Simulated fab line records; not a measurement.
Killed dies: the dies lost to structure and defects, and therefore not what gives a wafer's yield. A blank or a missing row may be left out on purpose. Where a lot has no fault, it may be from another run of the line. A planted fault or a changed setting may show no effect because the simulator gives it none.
fab line records ; flow n5-finfet
record: lots: 24; wafers: 72; last-day: 17
route steps=1938 shown BEOL_M2@864
lots with no fault: from the same line, run without faults
start-h: hours from the record's first day to the start of the lot's first wafer shown ; wait-h: hours since the lot's step before ; " unchanged from the row above ; L1.1+2: a row that stands for several wafers ; - no value present, or no start provided ; * or withheld: withheld ; < > ~ a bound
route shown NAME@n: names a module that has steps shown in the file, with the first one's number in the route ; usual: mean/standard deviation taken from wafers without a fault ; same: alike in all rows ; chamber/n: place in a boat ; sites: each site's reading ; _std_site: how widely they spread, as a standard deviation ; _edge_site: inner sites' mean taken away from outer sites' mean ; radius-mm: how far each site lies from the wafer's centre ; mask NAME#n: copy n ; behind: the most recent tool/chamber to have shaped the wafer ; hold: the reason the lot was held/the length of the hold in hours/how it ended ; device: names the non-switching transistor (n, p or np) ; end of line: the route-end tests of the same wafers ; step lacking rows: just its recipe ; killed: not the wafer's yield, but the dies lost to structure and defects at the first sort ; map: dies across one wafer; x = killed, . = not, _ = none there
set.NAME: the setting the step ran with; set.NAME@STEP: the setting that earlier step ran with ; model.NAME: the simulator's own value behind a step, which no gauge read
a sample of lots followed through the steps of the route, with each step as a table and each wafer as a row
services: the hour from which a tool's chamber was out of use, counted from the record's first day as start-h (under 0 if before that day), plus the number of hours and why
== steps ==
step: N5_BEOL_M2_HM_OPEN_17
recipe: chemistry: Cl2/BCl3; target-depth-a: 200; overetch-a: 60; target: TiN; mask-material: SOC; ion-energy-ev: 150; pressure-mtorr: 10; icp-w: 1000; bias-w: 126; Cl2_flow_sccm: 53.25; bcl3-flow-sccm: 21.75; Ar_flow_sccm: 25
usual: drypump-motor-current-A: 5.7/0.41; oes-product-au: 0.68/0.075; throttle-valve-pct: 21.8/0.3
lot.wafer;tool;chamber;start-h;wait-h;drypump-motor-current-A;oes-product-au;rf-hours-counter-h;throttle-valve-pct
L074.2;rie-metal-01;0;139.25;0.0;5.8;0.74;17;21.5
L074.5;rie-metal-01;0;139.25;0.0;5.8;0.74;-;21.5
L074.6;rie-metal-01;1;139.25;0.0;5.3;0.67;-;21.9
L075.2;rie-metal-03;1;143.77;0.0;6.2;0.51;132;22.4
L075.5;rie-metal-03;1;143.77;0.0;6.2;0.52;-;22.4
L075.6;rie-metal-03;0;143.77;0.0;6.2;0.52;-;22.2
L076.1;rie-metal-01;0;145.16;0.0;5.8;0.75;18;21.5
L076.4;rie-metal-01;0;145.16;0.0;5.8;0.75;-;21.5
L076.6;rie-metal-01;1;145.16;0.0;5.3;0.69;-;21.9
L077.1;rie-metal-01;1;157.52;0.0;5.3;0.68;36;21.9
L077.4;rie-metal-01;1;157.52;0.0;5.3;0.67;-;22.0
L077.5;rie-metal-01;0;157.52;0.0;5.8;0.74;-;21.5
L078.1;rie-metal-01;0;160.12;0.0;5.8;0.74;19;21.5
L078.2;rie-metal-01;1;160.12;0.0;5.3;0.68;36;22.0
L078.3;rie-metal-01;0;160.12;0.0;5.8;0.74;-;21.5
L080.2;rie-metal-03;1;178.32;0.0;6.2;0.51;135;22.5
L080.4;rie-metal-03;1;178.32;0.0;6.2;0.51;-;22.4
L080.5;rie-metal-03;1;178.32;0.0;6.2;0.51;-;22.4
L079.2;rie-metal-03;0;179.03;0.0;6.2;0.51;132;22.2
L079.4;rie-metal-03;0;179.03;0.0;6.2;0.52;-;22.2
L079.6;rie-metal-03;1;179.03;0.0;6.2;0.51;-;22.5
L082.1;rie-metal-02;1;184.02;0.0;5.0;0.67;38;21.6
L082.4;rie-metal-02;1;184.02;0.0;5.0;0.67;-;21.6
L082.5;rie-metal-02;0;184.02;0.0;5.9;0.74;-;21.5
L081.1;rie-metal-01;0;184.45;0.0;5.8;0.74;21;21.5
L081.4;rie-metal-01;1;184.45;0.0;5.3;0.67;-;22.0
L081.5;rie-metal-01;0;184.45;0.0;5.8;0.73;-;21.5
L083.1;rie-metal-02;0;186.67;0.0;5.9;0.74;16;21.5
L083.4;rie-metal-02;0;186.67;0.0;5.9;0.74;-;21.5
L083.5;rie-metal-02;0;186.67;0.0;5.9;0.73;-;21.5
L084.1;rie-metal-01;0;193.86;0.0;5.8;0.73;22;21.5
L084.2;rie-metal-01;1;193.86;0.0;5.3;0.67;39;21.9
L084.5;rie-metal-01;1;193.86;0.0;5.3;0.67;-;21.9
L085.3;rie-metal-02;0;210.34;0.1;5.9;0.73;-;21.5
L085.4;rie-metal-02;1;210.34;0.1;5.0;0.66;-;21.6
L085.5;rie-metal-02;1;210.34;0.1;5.0;0.67;-;21.6
L087.1;rie-metal-02;0;215.63;0.0;5.9;0.73;20;21.5
L087.4;rie-metal-02;0;215.63;0.0;5.9;0.73;-;21.5
L087.6;rie-metal-02;1;215.63;0.0;5.0;0.66;-;21.6
L086.3;rie-metal-02;1;225.65;0.1;5.0;0.66;-;21.6
L086.4;rie-metal-02;0;225.65;0.1;5.9;0.72;-;21.5
L086.6;rie-metal-02;0;225.65;0.1;5.9;0.72;-;21.5
L088.1;rie-metal-03;1;225.85;0.0;6.2;0.79;2;22.0
L088.4;rie-metal-03;1;225.85;0.0;6.2;0.80;-;22.0
L088.5;rie-metal-03;1;225.85;0.0;6.2;0.79;-;22.0
L089.2;rie-metal-02;1;226.18;0.0;5.0;0.67;40;21.6
L089.4;rie-metal-02;0;226.18;0.0;5.9;0.74;-;21.5
L089.6;rie-metal-02;0;226.18;0.0;5.9;0.73;-;21.5
L090.2;rie-metal-01;1;232.50;0.0;5.3;0.65;43;21.9
L090.3;rie-metal-01;1;232.50;0.0;5.3;0.66;-;22.0
L090.6;rie-metal-01;0;232.50;0.0;5.8;0.72;-;21.5
L091.1;rie-metal-01;0;237.20;0.0;5.8;0.71;26;21.5
L091.3;rie-metal-01;0;237.20;0.0;5.8;0.71;-;21.5
L091.6;rie-metal-01;0;237.20;0.0;5.7;0.71;-;21.5
L092.2;rie-metal-02;0;244.71;0.0;5.9;0.73;23;21.5
L092.4;rie-metal-02;0;244.71;0.0;5.9;0.72;-;21.5
L092.5;rie-metal-02;1;244.71;0.0;5.0;0.66;-;21.6
L093.2;rie-metal-01;0;249.36;0.0;5.8;0.72;27;21.5
L093.3;rie-metal-01;0;249.36;0.0;5.8;0.71;-;21.5
L093.5;rie-metal-01;0;249.36;0.0;5.8;0.71;-;21.5
L094.1;rie-metal-01;0;252.23;0.0;5.8;0.71;27;21.5
L094.4;rie-metal-01;1;252.23;0.0;5.3;0.65;-;22.0
L094.5;rie-metal-01;1;252.23;0.0;5.3;0.64;-;22.0
L095.1;rie-metal-01;0;256.26;0.0;5.8;0.71;28;21.5
L095.3;rie-metal-01;0;256.26;0.0;5.8;0.71;-;21.5
L095.6;rie-metal-01;0;256.26;0.0;5.8;0.71;-;21.5
L096.2;rie-metal-01;0;263.25;0.0;5.8;0.71;28;21.5
L096.3;rie-metal-01;1;263.25;0.0;5.3;0.64;-;22.0
L096.5;rie-metal-01;1;263.25;0.0;5.3;0.65;-;22.0
L097.1;rie-metal-03;1;286.25;0.0;6.2;0.77;7;22.0
L097.2;rie-metal-03;0;286.25;0.0;6.2;0.81;4;21.7
L097.3;rie-metal-03;0;286.25;0.0;6.2;0.82;-;21.7
step: N5_BEOL_M2_DEGAS_44
recipe: ambient: vacuum; temp-c: 250; time-s: 60
usual: heater-power-w: 328/37
same: time-s: 60
lot.wafer;tool;chamber;start-h;wait-h;heater-power-w
L074.2;pvd-sputter-02;-;141.25;0.1;326
L074.5;pvd-sputter-02;-;141.25;0.1;345
L074.6;pvd-sputter-02;-;141.25;0.1;320
L075.2;pvd-sputter-01;-;146.74;0.6;349
L075.5;pvd-sputter-01;-;146.74;0.6;291
L075.6;pvd-sputter-01;-;146.74;0.6;372
L076.1;pvd-sputter-03;-;150.37;0.3;332
L076.4;pvd-sputter-03;-;150.37;0.3;396
L076.6;pvd-sputter-03;-;150.37;0.3;375
L077.1;pvd-sputter-02;-;164.76;1.0;299
L077.4;pvd-sputter-02;-;164.76;1.0;321
L077.5;pvd-sputter-02;-;164.76;1.0;324
L078.1;pvd-sputter-03;-;171.30;0.7;341
L078.2;pvd-sputter-03;-;171.30;0.7;395
L078.3;pvd-sputter-03;-;171.30;0.7;332
L080.2;pvd-sputter-01;-;183.60;2.3;297
L080.4;pvd-sputter-01;-;183.60;2.3;277
L080.5;pvd-sputter-01;-;183.60;2.3;292
L079.2;pvd-sputter-03;-;186.49;0.5;402
L079.4;pvd-sputter-03;-;186.49;0.5;373
L079.6;pvd-sputter-03;-;186.49;0.5;410
L082.1;pvd-sputter-03;-;188.33;0.7;328
L082.4;pvd-sputter-03;-;188.33;0.7;378
L082.5;pvd-sputter-03;-;188.33;0.7;401
L081.1;pvd-sputter-02;-;192.48;0.4;320
L081.4;pvd-sputter-02;-;192.48;0.4;347
L081.5;pvd-sputter-02;-;192.48;0.4;321
L083.1;pvd-sputter-02;-;192.56;0.2;288
L083.4;pvd-sputter-02;-;192.56;0.2;316
L083.5;pvd-sputter-02;-;192.56;0.2;323
L084.1;pvd-sputter-03;-;198.35;0.5;406
L084.2;pvd-sputter-03;-;198.35;0.5;378
L084.5;pvd-sputter-03;-;198.35;0.5;334
L085.3;pvd-sputter-01;-;212.17;0.2;292
L085.4;pvd-sputter-01;-;212.17;0.2;381
L085.5;pvd-sputter-01;-;212.17;0.2;276
L087.1;pvd-sputter-02;-;224.89;0.1;324
L087.4;pvd-sputter-02;-;224.89;0.1;287
L087.6;pvd-sputter-02;-;224.89;0.1;289
L086.3;pvd-sputter-02;-;227.41;0.2;323
L086.4;pvd-sputter-02;-;227.41;0.2;346
L086.6;pvd-sputter-02;-;227.41;0.2;324
L088.1;pvd-sputter-01;-;230.19;2.6;297
L088.4;pvd-sputter-01;-;230.19;2.6;373
L088.5;pvd-sputter-01;-;230.19;2.6;288
L089.2;pvd-sputter-02;-;236.49;0.6;280
L089.4;pvd-sputter-02;-;236.49;0.6;329
L089.6;pvd-sputter-02;-;236.49;0.6;332
L090.2;pvd-sputter-01;-;239.47;0.2;302
L090.3;pvd-sputter-01;-;239.47;0.2;279
L090.6;pvd-sputter-01;-;239.47;0.2;272
L091.1;pvd-sputter-03;-;244.90;0.3;398
L091.3;pvd-sputter-03;-;244.90;0.3;327
L091.6;pvd-sputter-03;-;244.90;0.3;330
L092.2;pvd-sputter-03;-;248.02;0.3;334
L092.4;pvd-sputter-03;-;248.02;0.3;372
L092.5;pvd-sputter-03;-;248.02;0.3;403
L093.2;pvd-sputter-01;-;255.88;0.4;369
L093.3;pvd-sputter-01;-;255.88;0.4;298
L093.5;pvd-sputter-01;-;255.88;0.4;284
L094.1;pvd-sputter-02;-;258.78;0.2;340
L094.4;pvd-sputter-02;-;258.78;0.2;322
L094.5;pvd-sputter-02;-;258.78;0.2;323
L095.1;pvd-sputter-02;-;263.42;0.2;342
L095.3;pvd-sputter-02;-;263.42;0.2;330
L095.6;pvd-sputter-02;-;263.42;0.2;325
L096.2;pvd-sputter-01;-;268.49;0.6;297
L096.3;pvd-sputter-01;-;268.49;0.6;288
L096.5;pvd-sputter-01;-;268.49;0.6;275
L097.1;pvd-sputter-03;-;288.06;0.3;372
L097.2;pvd-sputter-03;-;288.06;0.3;391
L097.3;pvd-sputter-03;-;288.06;0.3;339
step: N5_BEOL_M2_ALD_84
recipe: material: TaN; target-thk-a: *; temp-c: 275; ald-precursor-family: PDMAT; ald-co-reactant: NH3; pressure-torr: 3; carrier-flow-sccm: 1500; pulse-time-s: 2; purge-time-s: 3; co-reactant-purge-time-s: 2; co-reactant-pulse-time-s: 3; ald-cycles: 30; precursor-vessel-temp-c: 75; precursor-vessel-pressure-torr: 26.25; precursor-vessel-carrier-sccm: 1000
usual: heater-power-w: 410/52
same: co-reactant-purge-time-s: 2
lot.wafer;tool;chamber;start-h;wait-h;heater-power-w
L074.2;ald-metal-02;1;141.35;0.0;365
L074.5;ald-metal-02;0;141.35;0.0;424
L074.6;ald-metal-02;1;141.35;0.0;373
L075.2;ald-metal-02;3;146.86;0.1;506
L075.5;ald-metal-02;2;146.86;0.1;330
L075.6;ald-metal-02;1;146.86;0.1;369
L076.1;ald-metal-04;0;150.49;0.1;379
L076.4;ald-metal-04;2;150.49;0.1;391
L076.6;ald-metal-04;1;150.49;0.1;394
L077.1;ald-metal-04;1;165.09;0.3;390
L077.4;ald-metal-04;2;165.09;0.3;405
L077.5;ald-metal-04;2;165.09;0.3;403
L078.1;ald-metal-02;1;171.63;0.3;368
L078.2;ald-metal-02;3;171.63;0.3;521
L078.3;ald-metal-02;0;171.63;0.3;418
L080.2;ald-metal-04;0;183.75;0.1;406
L080.4;ald-metal-04;1;183.75;0.1;388
L080.5;ald-metal-04;2;183.75;0.1;405
L079.2;ald-metal-02;1;186.66;0.1;361
L079.4;ald-metal-02;2;186.66;0.1;331
L079.6;ald-metal-02;1;186.66;0.1;367
L082.1;ald-metal-03;1;188.43;0.0;431
L082.4;ald-metal-03;3;188.43;0.0;489
L082.5;ald-metal-03;2;188.43;0.0;397
L081.1;ald-metal-03;3;192.76;0.2;496
L081.4;ald-metal-03;2;192.76;0.2;400
L081.5;ald-metal-03;0;192.76;0.2;399
L083.1;ald-metal-02;1;192.76;0.1;366
L083.4;ald-metal-02;3;192.76;0.1;521
L083.5;ald-metal-02;2;192.76;0.1;328
L084.1;ald-metal-03;2;198.51;0.1;390
L084.2;ald-metal-03;3;198.51;0.1;499
L084.5;ald-metal-03;0;198.51;0.1;402
L085.3;ald-metal-03;1;212.27;0.0;411
L085.4;ald-metal-03;0;212.27;0.0;395
L085.5;ald-metal-03;1;212.27;0.0;426
L087.1;ald-metal-03;0;224.99;0.0;399
L087.4;ald-metal-03;0;224.99;0.0;401
L087.6;ald-metal-03;3;224.99;0.0;497
L086.3;ald-metal-04;3;227.53;0.1;393
L086.4;ald-metal-04;2;227.53;0.1;394
L086.6;ald-metal-04;2;227.53;0.1;397
L088.1;ald-metal-04;1;230.29;0.0;387
L088.4;ald-metal-04;2;230.29;0.0;400
L088.5;ald-metal-04;0;230.29;0.0;397
L089.2;ald-metal-02;1;236.59;0.0;370
L089.4;ald-metal-02;0;236.59;0.0;415
L089.6;ald-metal-02;1;236.59;0.0;367
L090.2;ald-metal-04;2;239.60;0.1;409
L090.3;ald-metal-04;1;239.60;0.1;395
L090.6;ald-metal-04;0;239.60;0.1;383
L091.1;ald-metal-02;2;245.00;0.0;330
L091.3;ald-metal-02;3;245.00;0.0;512
L091.6;ald-metal-02;1;245.00;0.0;373
L092.2;ald-metal-04;2;248.13;0.1;392
L092.4;ald-metal-04;3;248.13;0.1;375
L092.5;ald-metal-04;0;248.13;0.1;393
L093.2;ald-metal-03;0;255.99;0.1;399
L093.3;ald-metal-03;3;255.99;0.1;509
L093.5;ald-metal-03;0;255.99;0.1;409
L094.1;ald-metal-03;2;258.91;0.1;388
L094.4;ald-metal-03;0;258.91;0.1;399
L094.5;ald-metal-03;0;258.91;0.1;389
L095.1;ald-metal-02;0;263.55;0.1;416
L095.3;ald-metal-02;3;263.55;0.1;528
L095.6;ald-metal-02;2;263.55;0.1;341
L096.2;ald-metal-02;3;268.59;0.0;516
L096.3;ald-metal-02;2;268.59;0.0;339
L096.5;ald-metal-02;0;268.59;0.0;420
L097.1;ald-metal-02;0;288.16;0.0;413
L097.2;ald-metal-02;1;288.16;0.0;366
L097.3;ald-metal-02;3;288.16;0.0;503
step: N5_BEOL_M2_ANNEAL_80
recipe: temp-c: 400; time-s: 240; ambient: vacuum
usual: heater-power-w: 805/93
same: time-s: 240
lot.wafer;tool;chamber;start-h;wait-h;heater-power-w
L074.2;pvd-sputter-03;-;142.47;0.0;932
L074.5;pvd-sputter-03;-;142.47;0.0;834
L074.6;pvd-sputter-03;-;142.47;0.0;1014
L075.2;pvd-sputter-01;-;147.64;0.0;905
L075.5;pvd-sputter-01;-;147.64;0.0;696
L075.6;pvd-sputter-01;-;147.64;0.0;731
L076.1;pvd-sputter-03;-;151.45;0.0;996
L076.4;pvd-sputter-03;-;151.45;0.0;854
L076.6;pvd-sputter-03;-;151.45;0.0;829
L077.1;pvd-sputter-02;-;165.98;0.0;709
L077.4;pvd-sputter-02;-;165.98;0.0;856
L077.5;pvd-sputter-02;-;165.98;0.0;699
L078.1;pvd-sputter-03;-;172.58;0.0;830
L078.2;pvd-sputter-03;-;172.58;0.0;1017
L078.3;pvd-sputter-03;-;172.58;0.0;825
L080.2;pvd-sputter-01;-;184.96;0.0;743
L080.4;pvd-sputter-01;-;184.96;0.0;717
L080.5;pvd-sputter-01;-;184.96;0.0;915
L079.2;pvd-sputter-01;-;187.54;0.0;723
L079.4;pvd-sputter-01;-;187.54;0.0;913
L079.6;pvd-sputter-01;-;187.54;0.0;732
L082.1;pvd-sputter-03;-;190.89;0.0;945
L082.4;pvd-sputter-03;-;190.89;0.0;1014
L082.5;pvd-sputter-03;-;190.89;0.0;1017
L081.1;pvd-sputter-02;-;193.58;0.0;837
L081.4;pvd-sputter-02;-;193.58;0.0;737
L081.5;pvd-sputter-02;-;193.58;0.0;841
L083.1;pvd-sputter-03;-;195.31;0.0;803
L083.4;pvd-sputter-03;-;195.31;0.0;1007
L083.5;pvd-sputter-03;-;195.31;0.0;955
L084.1;pvd-sputter-01;-;199.54;0.0;748
L084.2;pvd-sputter-01;-;199.54;0.0;711
L084.5;pvd-sputter-01;-;199.54;0.0;727
L085.3;pvd-sputter-02;-;213.22;0.0;707
L085.4;pvd-sputter-02;-;213.22;0.0;793
L085.5;pvd-sputter-02;-;213.22;0.0;713
L087.1;pvd-sputter-01;-;225.75;0.0;710
L087.4;pvd-sputter-01;-;225.75;0.0;922
L087.6;pvd-sputter-01;-;225.75;0.0;906
L086.3;pvd-sputter-02;-;229.99;0.0;730
L086.4;pvd-sputter-02;-;229.99;0.0;783
L086.6;pvd-sputter-02;-;229.99;0.0;861
L088.1;pvd-sputter-01;-;231.11;0.0;718
L088.4;pvd-sputter-01;-;231.11;0.0;752
L088.5;pvd-sputter-01;-;231.11;0.0;722
L089.2;pvd-sputter-01;-;237.65;0.0;692
L089.4;pvd-sputter-01;-;237.65;0.0;924
L089.6;pvd-sputter-01;-;237.65;0.0;729
L090.2;pvd-sputter-02;-;241.52;0.0;816
L090.3;pvd-sputter-02;-;241.52;0.0;846
L090.6;pvd-sputter-02;-;241.52;0.0;720
L091.1;pvd-sputter-02;-;245.83;0.0;720
L091.3;pvd-sputter-02;-;245.83;0.0;841
L091.6;pvd-sputter-02;-;245.83;0.0;708
L092.2;pvd-sputter-01;-;250.56;0.0;905
L092.4;pvd-sputter-01;-;250.56;0.0;740
L092.5;pvd-sputter-01;-;250.56;0.0;905
L093.2;pvd-sputter-01;-;256.79;0.0;916
L093.3;pvd-sputter-01;-;256.79;0.0;738
L093.5;pvd-sputter-01;-;256.79;0.0;709
L094.1;pvd-sputter-03;-;259.78;0.0;829
L094.4;pvd-sputter-03;-;259.78;0.0;1016
L094.5;pvd-sputter-03;-;259.78;0.0;843
L095.1;pvd-sputter-01;-;264.59;0.0;932
L095.3;pvd-sputter-01;-;264.59;0.0;699
L095.6;pvd-sputter-01;-;264.59;0.0;736
L096.2;pvd-sputter-01;-;269.34;0.0;732
L096.3;pvd-sputter-01;-;269.34;0.0;688
L096.5;pvd-sputter-01;-;269.34;0.0;737
L097.1;pvd-sputter-02;-;290.79;0.0;703
L097.2;pvd-sputter-02;-;290.79;0.0;804
L097.3;pvd-sputter-02;-;290.79;0.0;813
step: N5_BEOL_M2_SPUTTER_86
recipe: material: Cu; target-thk-a: 45; temp-c: -20; chamber-pressure-pa: 0.07; power-w: withheld; time-s: 8.29
usual: throttle-valve-pct: 30.4/0.82
same: time-s: 8.29
lot.wafer;tool;chamber;start-h;wait-h;throttle-valve-pct
L074.2;pvd-sputter-03;-;142.83;0.1;30.6
L074.5;pvd-sputter-03;-;142.83;0.1;30.6
L074.6;pvd-sputter-03;-;142.83;0.1;29.6
L075.2;pvd-sputter-01;-;148.00;0.1;29.5
L075.5;pvd-sputter-01;-;148.00;0.1;30.9
L075.6;pvd-sputter-01;-;148.00;0.1;30.5
L076.1;pvd-sputter-03;-;151.81;0.1;29.7
L076.4;pvd-sputter-03;-;151.81;0.1;30.5
L076.6;pvd-sputter-03;-;151.81;0.1;30.6
L077.1;pvd-sputter-02;-;166.34;0.1;29.6
L077.4;pvd-sputter-02;-;166.34;0.1;29.2
L077.5;pvd-sputter-02;-;166.34;0.1;29.7
L078.1;pvd-sputter-03;-;172.94;0.1;30.5
L078.2;pvd-sputter-03;-;172.94;0.1;29.4
L078.3;pvd-sputter-03;-;172.94;0.1;30.5
L080.2;pvd-sputter-01;-;185.32;0.1;30.7
L080.4;pvd-sputter-01;-;185.32;0.1;30.9
L080.5;pvd-sputter-01;-;185.32;0.1;29.5
L079.2;pvd-sputter-01;-;187.94;0.1;30.2
L079.4;pvd-sputter-01;-;187.94;0.1;29.7
L079.6;pvd-sputter-01;-;187.94;0.1;30.6
L082.1;pvd-sputter-03;-;191.25;0.1;30.7
L082.4;pvd-sputter-03;-;191.25;0.1;29.4
L082.5;pvd-sputter-03;-;191.25;0.1;29.9
L081.1;pvd-sputter-02;-;193.94;0.1;29.4
L081.4;pvd-sputter-02;-;193.94;0.1;29.5
L081.5;pvd-sputter-02;-;193.94;0.1;29.3
L083.1;pvd-sputter-03;-;195.67;0.1;30.8
L083.4;pvd-sputter-03;-;195.67;0.1;29.6
L083.5;pvd-sputter-03;-;195.67;0.1;30.4
L084.1;pvd-sputter-01;-;199.90;0.1;30.5
L084.2;pvd-sputter-01;-;199.90;0.1;30.4
L084.5;pvd-sputter-01;-;199.90;0.1;30.8
L085.3;pvd-sputter-02;-;213.58;0.1;29.6
L085.4;pvd-sputter-02;-;213.58;0.1;32.5
L085.5;pvd-sputter-02;-;213.58;0.1;29.5
L087.1;pvd-sputter-01;-;226.11;0.1;30.3
L087.4;pvd-sputter-01;-;226.11;0.1;29.4
L087.6;pvd-sputter-01;-;226.11;0.1;29.6
L086.3;pvd-sputter-02;-;230.35;0.1;29.6
L086.4;pvd-sputter-02;-;230.35;0.1;30.9
L086.6;pvd-sputter-02;-;230.35;0.1;29.2
L088.1;pvd-sputter-01;-;231.47;0.1;30.5
L088.4;pvd-sputter-01;-;231.47;0.1;30.6
L088.5;pvd-sputter-01;-;231.47;0.1;30.5
L089.2;pvd-sputter-01;-;238.01;0.1;30.6
L089.4;pvd-sputter-01;-;238.01;0.1;29.5
L089.6;pvd-sputter-01;-;238.01;0.1;30.7
L090.2;pvd-sputter-02;-;241.88;0.1;32.4
L090.3;pvd-sputter-02;-;241.88;0.1;29.5
L090.6;pvd-sputter-02;-;241.88;0.1;29.6
L091.1;pvd-sputter-02;-;246.19;0.1;29.4
L091.3;pvd-sputter-02;-;246.19;0.1;29.3
L091.6;pvd-sputter-02;-;246.19;0.1;29.4
L092.2;pvd-sputter-01;-;250.92;0.1;29.5
L092.4;pvd-sputter-01;-;250.92;0.1;30.7
L092.5;pvd-sputter-01;-;250.92;0.1;29.6
L093.2;pvd-sputter-01;-;257.15;0.1;29.6
L093.3;pvd-sputter-01;-;257.15;0.1;30.7
L093.5;pvd-sputter-01;-;257.15;0.1;30.5
L094.1;pvd-sputter-03;-;260.14;0.1;30.5
L094.4;pvd-sputter-03;-;260.14;0.1;30.0
L094.5;pvd-sputter-03;-;260.14;0.1;30.5
L095.1;pvd-sputter-01;-;264.95;0.1;29.7
L095.3;pvd-sputter-01;-;264.95;0.1;30.9
L095.6;pvd-sputter-01;-;264.95;0.1;30.9
L096.2;pvd-sputter-01;-;269.70;0.1;30.8
L096.3;pvd-sputter-01;-;269.70;0.1;30.4
L096.5;pvd-sputter-01;-;269.70;0.1;30.4
L097.1;pvd-sputter-02;-;291.15;0.1;29.6
L097.2;pvd-sputter-02;-;291.15;0.1;32.8
L097.3;pvd-sputter-02;-;291.15;0.1;31.1
step: N5_BEOL_M2_INSPECT_59
recipe: inspect-instrument: darkfield; mode: post-dep
usual: raw-defect-count: 82/28
lot.wafer;tool;chamber;start-h;wait-h;raw-defect-count
L074.2;defect-inspect-02;-;145.28;0.0;149
L074.5;defect-inspect-02;-;145.28;0.0;130
L074.6;defect-inspect-02;-;145.28;0.0;79
L075.2;defect-inspect-02;-;150.18;0.0;72
L075.5;defect-inspect-02;-;150.18;0.0;67
L075.6;defect-inspect-02;-;150.18;0.0;78
L076.1;defect-inspect-02;-;153.98;0.0;76
L076.4;defect-inspect-02;-;153.98;0.0;50
L076.6;defect-inspect-02;-;153.98;0.0;104
L077.1;defect-inspect-01;-;168.52;0.0;77
L077.4;defect-inspect-01;-;168.52;0.0;125
L077.5;defect-inspect-01;-;168.52;0.0;101
L078.1;defect-inspect-01;-;175.16;0.0;105
L078.2;defect-inspect-01;-;175.16;0.0;60
L078.3;defect-inspect-01;-;175.16;0.0;58
L080.2;defect-inspect-02;-;187.58;0.0;37
L080.4;defect-inspect-02;-;187.58;0.0;51
L080.5;defect-inspect-02;-;187.58;0.0;44
L079.2;defect-inspect-01;-;190.28;0.0;72
L079.4;defect-inspect-01;-;190.28;0.0;57
L079.6;defect-inspect-01;-;190.28;0.0;94
L082.1;defect-inspect-01;-;193.47;0.0;94
L082.4;defect-inspect-01;-;193.47;0.0;62
L082.5;defect-inspect-01;-;193.47;0.0;97
L081.1;defect-inspect-02;-;196.24;0.0;112
L081.4;defect-inspect-02;-;196.24;0.0;92
L081.5;defect-inspect-02;-;196.24;0.0;88
L083.1;defect-inspect-02;-;197.85;0.0;68
L083.4;defect-inspect-02;-;197.85;0.0;115
L083.5;defect-inspect-02;-;197.85;0.0;125
L084.1;defect-inspect-02;-;202.13;0.0;104
L084.2;defect-inspect-02;-;202.13;0.0;51
L084.5;defect-inspect-02;-;202.13;0.0;85
L085.3;defect-inspect-02;-;216.93;0.0;54
L085.4;defect-inspect-02;-;216.93;0.0;68
L085.5;defect-inspect-02;-;216.93;0.0;56
L087.1;defect-inspect-02;-;228.64;0.0;52
L087.4;defect-inspect-02;-;228.64;0.0;27
L087.6;defect-inspect-02;-;228.64;0.0;49
L086.3;defect-inspect-01;-;232.55;0.0;123
L086.4;defect-inspect-01;-;232.55;0.0;81
L086.6;defect-inspect-01;-;232.55;0.0;93
L088.1;defect-inspect-01;-;233.90;0.0;97
L088.4;defect-inspect-01;-;233.90;0.0;67
L088.5;defect-inspect-01;-;233.90;0.0;83
L089.2;defect-inspect-02;-;240.31;0.0;74
L089.4;defect-inspect-02;-;240.31;0.0;70
L089.6;defect-inspect-02;-;240.31;0.0;95
L090.2;defect-inspect-01;-;244.06;0.0;90
L090.3;defect-inspect-01;-;244.06;0.0;72
L090.6;defect-inspect-01;-;244.06;0.0;51
L091.1;defect-inspect-01;-;248.36;0.0;58
L091.3;defect-inspect-01;-;248.36;0.0;62
L091.6;defect-inspect-01;-;248.36;0.0;72
L092.2;defect-inspect-02;-;253.11;0.0;72
L092.4;defect-inspect-02;-;253.11;0.0;90
L092.5;defect-inspect-02;-;253.11;0.0;104
L093.2;defect-inspect-02;-;259.33;0.0;130
L093.3;defect-inspect-02;-;259.33;0.0;117
L093.5;defect-inspect-02;-;259.33;0.0;158
L094.1;defect-inspect-01;-;262.33;0.0;100
L094.4;defect-inspect-01;-;262.33;0.0;41
L094.5;defect-inspect-01;-;262.33;0.0;53
L095.1;defect-inspect-02;-;267.45;0.0;90
L095.3;defect-inspect-02;-;267.45;0.0;94
L095.6;defect-inspect-02;-;267.45;0.0;55
L096.2;defect-inspect-01;-;271.87;0.0;74
L096.3;defect-inspect-01;-;271.87;0.0;113
L096.5;defect-inspect-01;-;271.87;0.0;90
L097.1;defect-inspect-01;-;293.33;0.0;77
L097.2;defect-inspect-01;-;293.33;0.0;59
L097.3;defect-inspect-01;-;293.33;0.0;85
== services ==
tool;chamber;start-h;hours;kind
ald-metal-03;3;132.59;21.6;repair
rie-metal-02;-;141.79;1.4;pm
ald-metal-04;3;147.88;5.8;repair
ald-metal-03;-;156.16;2.8;pm
ald-metal-03;0;162.74;13.9;repair
pvd-sputter-01;-;163.99;2.8;repair
ald-metal-03;-;175.90;0.4;repair
rie-metal-03;1;187.47;-;clean
ald-metal-04;-;209.16;4.3;pm
rie-metal-03;0;211.96;-;clean
rie-metal-03;0;211.96;26.1;scheduled-down
rie-metal-03;0;211.96;26.1;vent-cycle
rie-metal-02;-;212.04;0.4;repair
ald-metal-03;2;218.92;10.8;repair
ald-metal-04;-;267.01;2.3;repair
rie-metal-02;-;286.09;2.8;pm
ald-metal-03;0;286.75;26.8;repair
== key ==
fault none
